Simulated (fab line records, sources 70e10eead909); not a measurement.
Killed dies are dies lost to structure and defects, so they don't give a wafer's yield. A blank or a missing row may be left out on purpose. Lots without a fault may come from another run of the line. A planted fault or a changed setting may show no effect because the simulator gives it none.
Which tool did it? | flow nand_harc | 24 lots, 72 wafers sampled, at 5 steps of a route of 1302

WHAT THE GAUGES READ, wafer by wafer
NHARC_P_BONDPAD_INSPECT_23. Usual: raw_defect_count 309, standard deviation 120.
lot  | measured     | on                | raw_defect_count | flag
L074 | day 6 16:22  | defect_inspect-01 | 329 301 403      |
L075 | day 7 08:17  | defect_inspect-02 | 273 343 233      |
L076 | day 7 15:42  | defect_inspect-01 | 176 212 229      |
L077 | day 7 21:37  | defect_inspect-01 | 255 208 313      |
L078 | day 8 07:02  | defect_inspect-02 | 451 305 262      |
L079 | day 8 13:32  | defect_inspect-02 | 380 368 608      |
L080 | day 9 04:58  | defect_inspect-01 | 482 336 441      |
L081 | day 9 13:50  | defect_inspect-02 | 297 241 237      |
L082 | day 10 06:16 | defect_inspect-01 | 275 278 222      |
L083 | day 10 21:38 | defect_inspect-02 | 233 154 202      |
L084 | day 10 22:17 | defect_inspect-01 | 642 471 286      |
L085 | day 11 08:00 | defect_inspect-01 | 240 430 258      |
L086 | day 11 14:19 | defect_inspect-02 | 252 316 354      |
L087 | day 11 23:41 | defect_inspect-02 | 759 369 345      |
L089 | day 12 18:37 | defect_inspect-02 | 347 209 246      |
L088 | day 12 19:17 | defect_inspect-01 | 187 200 225      |
L090 | day 13 12:17 | defect_inspect-02 | 428 360 214      |
L091 | day 13 13:36 | defect_inspect-01 | 227 427 429      |
L092 | day 14 02:02 | defect_inspect-01 | 408 342 375      |
L093 | day 14 14:43 | defect_inspect-01 | 158 194 247      |
L095 | day 15 09:50 | defect_inspect-01 | 279 237 245      |
L094 | day 15 18:58 | defect_inspect-01 | 263 250 194      |
L096 | day 16 01:22 | defect_inspect-01 | 194 199 185      |
L097 | day 16 01:58 | defect_inspect-02 | 378 310 265      |

NHARC_A_ZERO_WELL_INSPECT_17. Usual: raw_defect_count 11, standard deviation 5.3.
lot  | measured     | on                | raw_defect_count | flag
L074 | day 6 19:08  | defect_inspect-02 | 15 8 17          |
L075 | day 7 11:03  | defect_inspect-01 | 7 11 11          |
L076 | day 7 18:25  | defect_inspect-01 | 16 11 19         |
L077 | day 8 00:28  | defect_inspect-01 | 9 9 6            |
L078 | day 8 09:48  | defect_inspect-02 | 18 17 2          |
L079 | day 8 16:10  | defect_inspect-02 | 6 10 23          |
L080 | day 9 07:45  | defect_inspect-01 | 9 7 20           |
L081 | day 9 16:29  | defect_inspect-01 | 17 18 16         |
L082 | day 10 09:02 | defect_inspect-02 | 16 11 17         |
L083 | day 11 00:16 | defect_inspect-02 | 8 6 3            |
L084 | day 11 01:03 | defect_inspect-02 | 20 15 12         |
L085 | day 11 10:46 | defect_inspect-01 | 9 8 4            |
L086 | day 11 16:56 | defect_inspect-02 | 2 9 6            |
L087 | day 12 02:29 | defect_inspect-01 | 13 14 5          |
L089 | day 12 21:25 | defect_inspect-02 | 7 6 15           |
L088 | day 12 22:04 | defect_inspect-01 | 8 6 5            |
L090 | day 13 14:56 | defect_inspect-01 | 8 8 8            |
L091 | day 13 16:23 | defect_inspect-01 | 31 15 12         |
L092 | day 14 05:17 | defect_inspect-02 | 16 7 11          |
L093 | day 14 17:29 | defect_inspect-01 | 4 9 11           |
L095 | day 15 12:37 | defect_inspect-02 | 8 13 9           |
L094 | day 15 21:44 | defect_inspect-01 | 10 9 17          |
L096 | day 16 04:01 | defect_inspect-02 | 15 11 26         |
L097 | day 16 04:47 | defect_inspect-01 | 11 11 15         |

NHARC_A_ONON_D1_THK_MEAS_24: measures by ellipsometry. Usual: thk_nm 1000 nm, standard deviation 9.7.
lot  | measured     | on            | thk_nm (nm)    | flag
L074 | day 7 23:39  | film_metro-01 | 1018 1018 1019 |
L075 | day 8 18:55  | film_metro-01 | 1018 1018 1019 |
L076 | day 9 04:32  | film_metro-01 | 1016 1017 1015 |
L077 | day 9 09:57  | film_metro-01 | 999 1000 999   |
L078 | day 9 18:28  | film_metro-02 | 1009 1009 1008 |
L079 | day 10 05:30 | film_metro-02 | 994 992 993    |
L080 | day 10 21:33 | film_metro-01 | 1009 1007 1005 |
L081 | day 10 21:41 | film_metro-01 | 1003 1003 1004 |
L082 | day 11 17:31 | film_metro-01 | 1004 1003 1004 |
L083 | day 12 07:56 | film_metro-01 | 1006 1006 1005 |
L084 | day 12 08:17 | film_metro-02 | 1005 1008 1006 |
L085 | day 12 23:13 | film_metro-01 | 987 987 987    |
L086 | day 12 23:14 | film_metro-01 | 1000 999 1000  |
L087 | day 13 11:16 | film_metro-02 | 1009 1009 1009 |
L089 | day 14 08:38 | film_metro-02 | 1000 997 1000  |
L088 | day 14 08:39 | film_metro-01 | 997 997 999    |
L090 | day 14 23:01 | film_metro-01 | 981 980 983    |
L091 | day 14 23:01 | film_metro-02 | 999 999 999    |
L092 | day 15 16:04 | film_metro-02 | 987 989 988    |
L093 | day 16 01:45 | film_metro-01 | 985 986 985    |
L095 | day 16 20:31 | film_metro-01 | 997 995 997    |
L094 | day 17 09:20 | film_metro-01 | 991 992 991    |
L096 | day 17 16:24 | film_metro-01 | 995 996 996    |
L097 | day 17 16:23 | film_metro-02 | 1000 999 999   |

WHICH TOOL RAN EACH LOT (tool, then ch and the chambers of the sampled wafers, then the start)
lot  | NHARC_P_BONDPAD_ETCH_24                       | NHARC_A_ZERO_WELL_RTA_16
L074 | rie_diel-13 ch 1,2, day 6 16:22 or earlier    | rtp_anneal-01 ch 0, day 6 18:58
L075 | rie_diel-08 ch 0,2,3, day 7 06:15             | rtp_anneal-01 ch 0, day 7 10:52
L076 | rie_diel-13 ch 0,2,3, day 7 15:42 or earlier  | rtp_anneal-02 ch 0, day 7 18:17
L077 | rie_diel-08 ch 0,1,2, day 7 21:37 or earlier  | rtp_anneal-02 ch 0, day 8 00:16
L078 | rie_diel-05 ch 0,2,3, day 8 07:02 or earlier  | rtp_anneal-02 ch 0, day 8 09:36
L079 | rie_diel-08 ch 0,1,2, day 8 13:32 or earlier  | rtp_anneal-01 ch 0, day 8 15:58
L080 | rie_diel-05 ch 1,3, day 9 02:58               | rtp_anneal-01 ch 0, day 9 07:35
L081 | rie_diel-05 ch 1,2,3, day 9 13:50 or earlier  | rtp_anneal-02 ch 0, day 9 16:17
L082 | rie_diel-05 ch 0,1,2, day 10 06:16 or earlier | rtp_anneal-01 ch 0, day 10 08:50
L083 | rie_diel-08 ch 0,1, day 10 21:38 or earlier   | rtp_anneal-02 ch 0, day 11 00:08
L084 | rie_diel-08 ch 1,3, day 10 22:17 or earlier   | rtp_anneal-02 ch 0, day 11 00:53
L085 | rie_diel-05 ch 1,2, day 11 08:00 or earlier   | rtp_anneal-01 ch 0, day 11 10:37
L086 | rie_diel-08 ch 0,3, day 11 14:19 or earlier   | rtp_anneal-01 ch 0, day 11 16:44
L087 | rie_diel-08 ch 0,1, day 11 23:41 or earlier   | rtp_anneal-02 ch 0, day 12 02:17
L089 | rie_diel-08 ch 0,1,3, day 12 18:37 or earlier | rtp_anneal-01 ch 0, day 12 21:11
L088 | rie_diel-13 ch 0,1,2, day 12 19:17 or earlier | rtp_anneal-01 ch 0, day 12 21:54
L090 | rie_diel-08 ch 1,2,3, day 13 12:17 or earlier | rtp_anneal-02 ch 0, day 13 14:45
L091 | rie_diel-05 ch 0,1,3, day 13 13:36 or earlier | rtp_anneal-01 ch 0, day 13 16:13
L092 | rie_diel-05 ch 0,1, day 14 02:02 or earlier   | rtp_anneal-01 ch 0, day 14 05:08
L093 | rie_diel-13 ch 0,1,3, day 14 14:43 or earlier | rtp_anneal-02 ch 0, day 14 17:17
L095 | rie_diel-08 ch 0,1,3, day 15 09:50 or earlier | rtp_anneal-02 ch 0, day 15 12:25
L094 | rie_diel-05 ch 0,3, day 15 18:58 or earlier   | rtp_anneal-01 ch 0, day 15 21:34
L096 | rie_diel-05 ch 0,1,3, day 16 01:22 or earlier | rtp_anneal-01 ch 0, day 16 03:50
L097 | rie_diel-08 ch 0,1, day 16 01:58 or earlier   | rtp_anneal-01 ch 0, day 16 04:37
- NHARC_P_BONDPAD_ETCH_24: etches the open film in CF4/N2, target depth 30 nm, time 72.99 s.
- NHARC_A_ZERO_WELL_RTA_16: time 10 s.

WHAT THE TOOLS THEMSELVES READ (means of the sampled wafers that have a number; where no wafer has one, the mark that the record gives instead)
NHARC_P_BONDPAD_ETCH_24. Usual: drypump_motor_current_A 5.9 A, standard deviation 0.46; n2_flow_sccm 100.0 sccm, standard deviation 0.31; oes_product_au 1.002 a.u., standard deviation 0.0075; rf_vpp_V 314.3 V, standard deviation 1.5; showerhead_plenum_p_Torr 2.64 Torr, standard deviation 0.074; throttle_valve_pct 19.794 %, standard deviation 0.0087.
lot  | tool        | drypump_motor_current_A (A) | n2_flow_sccm (sccm) | oes_product_au (a.u.) | rf_vpp_V (V) | showerhead_plenum_p_Torr (Torr) | throttle_valve_pct (%) | flag
L074 | rie_diel-13 | 6.1                         | 100.1               | 0.998                 | 315.2        | 2.66                            | 19.796                 |
L075 | rie_diel-08 | 5.6                         | 100.0               | 0.990                 | 313.4        | 2.61                            | 19.798                 |
L076 | rie_diel-13 | 5.7                         | 100.2               | 1.010                 | 314.9        | 2.64                            | 19.793                 |
L077 | rie_diel-08 | 5.8                         | 100.1               | 1.006                 | 312.5        | 2.58                            | 19.791                 |
L078 | rie_diel-05 | 6.1                         | 100.0               | 1.004                 | 315.1        | 2.70                            | 19.800                 |
L079 | rie_diel-08 | 5.8                         | 100.0               | 0.996                 | 313.4        | 2.58                            | 19.797                 |
L080 | rie_diel-05 | 6.2                         | 99.8                | 1.005                 | 315.6        | 2.75                            | 19.789                 |
L081 | rie_diel-05 | 6.4                         | 100.0               | 1.006                 | 315.6        | 2.70                            | 19.789                 |
L082 | rie_diel-05 | 6.3                         | 99.7                | 1.009                 | 315.3        | 2.66                            | 19.787                 |
L083 | rie_diel-08 | 5.7                         | 100.1               | 0.997                 | 312.1        | 2.57                            | 19.796                 |
L084 | rie_diel-08 | 5.4                         | 100.1               | 0.994                 | 313.0        | 2.58                            | 19.792                 |
L085 | rie_diel-05 | 6.6                         | 100.0               | 1.007                 | 314.8        | 2.64                            | 19.801                 |
L086 | rie_diel-08 | 5.8                         | 99.9                | 0.997                 | 313.3        | 2.62                            | 19.793                 |
L087 | rie_diel-08 | 5.7                         | 99.5                | 1.000                 | 312.5        | 2.57                            | 19.790                 |
L089 | rie_diel-08 | 5.6                         | 100.1               | 1.003                 | 313.2        | 2.60                            | 19.790                 |
L088 | rie_diel-13 | 5.9                         | 100.0               | 0.993                 | 314.2        | 2.62                            | 19.803                 |
L090 | rie_diel-08 | 5.4                         | 100.1               | 1.004                 | 313.7        | 2.58                            | 19.796                 |
L091 | rie_diel-05 | 6.1                         | 99.8                | 1.004                 | 315.9        | 2.71                            | 19.779                 |
L092 | rie_diel-05 | 6.0                         | 100.0               | 1.010                 | 315.1        | 2.67                            | 19.802                 |
L093 | rie_diel-13 | 5.7                         | 100.1               | 1.006                 | 313.8        | 2.60                            | 19.793                 |
L095 | rie_diel-08 | 5.6                         | 100.4               | 0.998                 | 314.0        | 2.59                            | 19.798                 |
L094 | rie_diel-05 | 5.9                         | 99.9                | 1.008                 | 314.9        | 2.71                            | 19.800                 |
L096 | rie_diel-05 | 6.1                         | 100.0               | 1.002                 | 315.2        | 2.71                            | 19.792                 |
L097 | rie_diel-08 | 5.7                         | 100.1               | 1.005                 | 312.9        | 2.57                            | 19.797                 |

NHARC_A_ZERO_WELL_RTA_16. Usual: lamp_power_pct 32.0 %, standard deviation 0.73; lamp_zone_5_pct 32.0 %, standard deviation 0.73; wafer_temp_C_max 1003.5, standard deviation 0.7.
lot  | tool          | lamp_power_pct (%) | lamp_zone_5_pct (%) | wafer_temp_C_max | flag
L074 | rtp_anneal-01 | 32.6               | 32.7                | 1002.8           |
L075 | rtp_anneal-01 | 32.6               | 32.6                | 1003.4           |
L076 | rtp_anneal-02 | 31.1               | 31.1                | 1002.8           |
L077 | rtp_anneal-02 | 31.1               | 31.1                | 1004.4           |
L078 | rtp_anneal-02 | 31.1               | 31.1                | 1003.8           |
L079 | rtp_anneal-01 | 32.6               | 32.6                | 1003.7           |
L080 | rtp_anneal-01 | 32.6               | 32.6                | 1003.1           |
L081 | rtp_anneal-02 | 31.1               | 31.1                | 1003.8           |
L082 | rtp_anneal-01 | 32.7               | 32.6                | 1003.3           |
L083 | rtp_anneal-02 | 31.1               | 31.1                | 1003.8           |
L084 | rtp_anneal-02 | 31.1               | 31.1                | 1003.4           |
L085 | rtp_anneal-01 | 32.6               | 32.6                | 1003.7           |
L086 | rtp_anneal-01 | 32.6               | 32.6                | 1003.5           |
L087 | rtp_anneal-02 | 31.1               | 31.1                | 1004.4           |
L089 | rtp_anneal-01 | 32.6               | 32.6                | 1003.4           |
L088 | rtp_anneal-01 | 32.6               | 32.6                | 1003.5           |
L090 | rtp_anneal-02 | 31.1               | 31.1                | 1004.0           |
L091 | rtp_anneal-01 | 32.6               | 32.6                | 1003.3           |
L092 | rtp_anneal-01 | 32.6               | 32.5                | 1003.6           |
L093 | rtp_anneal-02 | 31.1               | 31.1                | 1002.9           |
L095 | rtp_anneal-02 | 31.1               | 31.1                | 1003.6           |
L094 | rtp_anneal-01 | 32.6               | 32.6                | 1003.6           |
L096 | rtp_anneal-01 | 32.6               | 32.6                | 1003.3           |
L097 | rtp_anneal-01 | 32.6               | 32.6                | 1004.2           |

THE ANSWER, worked out from the rows above alone
Rule: a lot is off if the mean of its wafers that have a number lies more than 3 standard deviations from the usual mean. A lot without any number at a reading at which 4 lots or more have one is off too. The other lots that the step has rows for count as sound. The gauges are gone through in route order, then the tools' own readings, and for those a lot's mean is taken as printed above. The first step at which some lot is off is used, and at that step the reading that is off furthest; a lot without a number counts as furthest.
No lot is off at any reading shown: from this, nothing can be told.

WHAT THE SIMULATOR HAD PUT IN
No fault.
